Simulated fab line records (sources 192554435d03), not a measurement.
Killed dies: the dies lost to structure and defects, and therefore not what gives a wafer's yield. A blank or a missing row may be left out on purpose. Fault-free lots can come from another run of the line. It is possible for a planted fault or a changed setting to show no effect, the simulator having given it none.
Split-lot study    flow n5-finfet    on a route of 1938 steps: 7 lots, 39 wafers read

THE SPLIT
At N5_MOL_CONTACT_COAG_ALD_20 (deposits TiN, target thk 1.5 nm, pulse time 1 s, purge time 3 s), the setting ald-cycles was moved away from the recipe's 68 on 15 of the 39 wafers read, by -16.2% to +17.6%. This setting was run at the recipe's value on the other wafers.

The reading comes from the split's own step.

THE READING
TiN_of_MOL_CONTACT_COAG_ALD_20.thk-nm (the simulator's own value, which no gauge read), in nm, at N5_MOL_CONTACT_COAG_ALD_20 (deposits TiN, target thk 1.5 nm, pulse time 1 s, purge time 3 s). The file gives no usual value for it. Here, 24 wafers ran the recipe; their average is 1.5 nm with a standard deviation of 0.099 nm.

wafer   tool, chamber at the split  ald-cycles as run  against the recipe  TiN_of_MOL_CONTACT_COAG_ALD_20.thk-nm, nm  against lot-mates on the recipe
L080.1  ald-metal-01, 1,3,2,2,1,3   68                 recipe              1.4                                        -
L080.2  ald-metal-01, 1,3,2,2,1,3   68                 recipe              1.4                                        -
L080.3  ald-metal-01, 1,3,2,2,1,3   68                 recipe              1.4                                        -
L080.4  ald-metal-01, 1,3,2,2,1,3   68                 recipe              1.4                                        -
L080.5  ald-metal-01, 1,3,2,2,1,3   68                 recipe              1.4                                        -
L080.6  ald-metal-01, 1,3,2,2,1,3   68                 recipe              1.4                                        -
L087.2  ald-metal-01, 2             68                 recipe              1.4                                        -
L087.3  ald-metal-01, 0,3           68                 recipe              1.6                                        -
L087.6  ald-metal-01, 0,3           68                 recipe              1.6                                        -
L089.1  ald-metal-04, 0,1,2         80                 +17.6%              1.8                                        +0.2
L089.2  ald-metal-04, 0,1,2         80                 +17.6%              1.8                                        +0.2
L089.5  ald-metal-04, 0,1,2         80                 +17.6%              1.8                                        +0.2
L089.3  ald-metal-04, 2,3,1         68                 recipe              1.6                                        -
L089.4  ald-metal-04, 2,3,1         68                 recipe              1.6                                        -
L089.6  ald-metal-04, 2,3,1         68                 recipe              1.6                                        -
L090.1  ald-metal-02, 3,2,3         68                 recipe              1.6                                        -
L090.3  ald-metal-02, 3,2,3         68                 recipe              1.6                                        -
L090.5  ald-metal-02, 3,2,3         68                 recipe              1.6                                        -
L090.2  ald-metal-02, 1,0,0         78                 +14.7%              1.8                                        +0.2
L090.4  ald-metal-02, 1,0,0         78                 +14.7%              1.8                                        +0.2
L090.6  ald-metal-02, 1,0,0         78                 +14.7%              1.8                                        +0.2
L092.1  ald-metal-04, 1,3,0         57                 -16.2%              1.2                                        -0.3
L092.4  ald-metal-04, 1,3,0         57                 -16.2%              1.2                                        -0.3
L092.6  ald-metal-04, 1,3,0         57                 -16.2%              1.2                                        -0.3
L092.2  ald-metal-04, 0             68                 recipe              1.4                                        -
L092.3  ald-metal-04, 2,3           68                 recipe              1.6                                        -
L092.5  ald-metal-04, 2,3           68                 recipe              1.6                                        -
L095.1  ald-metal-04, 3,1,2         79                 +16.2%              1.8                                        +0.2
L095.3  ald-metal-04, 3,1,2         79                 +16.2%              1.8                                        +0.2
L095.5  ald-metal-04, 3,1,2         79                 +16.2%              1.8                                        +0.2
L095.2  ald-metal-04, 0,2,3         68                 recipe              1.6                                        -
L095.4  ald-metal-04, 0,2,3         68                 recipe              1.6                                        -
L095.6  ald-metal-04, 0,2,3         68                 recipe              1.6                                        -
L096.1  ald-metal-04, 0,1,3         60                 -11.8%              1.4                                        -0.1
L096.2  ald-metal-04, 0,1,3         60                 -11.8%              1.4                                        -0.1
L096.3  ald-metal-04, 0,1,3         60                 -11.8%              1.4                                        -0.1
L096.4  ald-metal-04, 2,1           68                 recipe              1.4                                        -
L096.5  ald-metal-04, 2,1           68                 recipe              1.4                                        -
L096.6  ald-metal-04, 0             68                 recipe              1.6                                        -
The file does not say which wafer passed through which chamber wherever a row lists several chambers: such a row stands for several wafers.

THE FIT
A straight line over all 39 wafers: TiN_of_MOL_CONTACT_COAG_ALD_20.thk-nm changes by +0.0169 nm for each +1% of ald-cycles; r = +0.89; the points scatter about the line by 0.084 nm.
The same after taking each lot's own level away (the mean of its wafers on the recipe; 39 wafers): +0.0135 nm for each +1%; r = +0.90; scatter 0.063 nm.
On that fit, the largest move of ald-cycles shifts the reading by 0.24 nm.
Measured against the standard deviation above, the lots' own levels, which go from 1.40 to 1.60 nm, span 2.0 times it.
So the lot-to-lot level changes the slope: the two fits differ.
Check: for one of the wafers moved furthest among these (+17.6%), held out of the fit, the line's prediction against its lot-mates is +0.235 nm. Against them it came out at +0.2 nm.

THE OTHER SPLITS THESE WAFERS WENT THROUGH
Note: prior to the reading, these wafers also went through further splits. Each is held against what the fit with the lots' levels taken away leaves over:
other split on the same wafers     wafers away from the commonest value  r with TiN_of_MOL_CONTACT_COAG_ALD_20.thk-nm (lot level and that fit taken away)
N5_DUMMY_GATE_CVD_03 target-thk-a  30                                    +0.01
N5_DUMMY_GATE_EXPOSE_12 dose-mj    12                                    +0.37
N5_SD_EPI_N_EPI_21 temp-c          12                                    -0.22
N5_SD_EPI_P_ETCH_36 bias-w         18                                    +0.08

THE FILE'S OWN FIT
TiN_of_MOL_CONTACT_COAG_ALD_20.thk-nm changes by +0.0134 nm for each +1% of ald-cycles, r = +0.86.
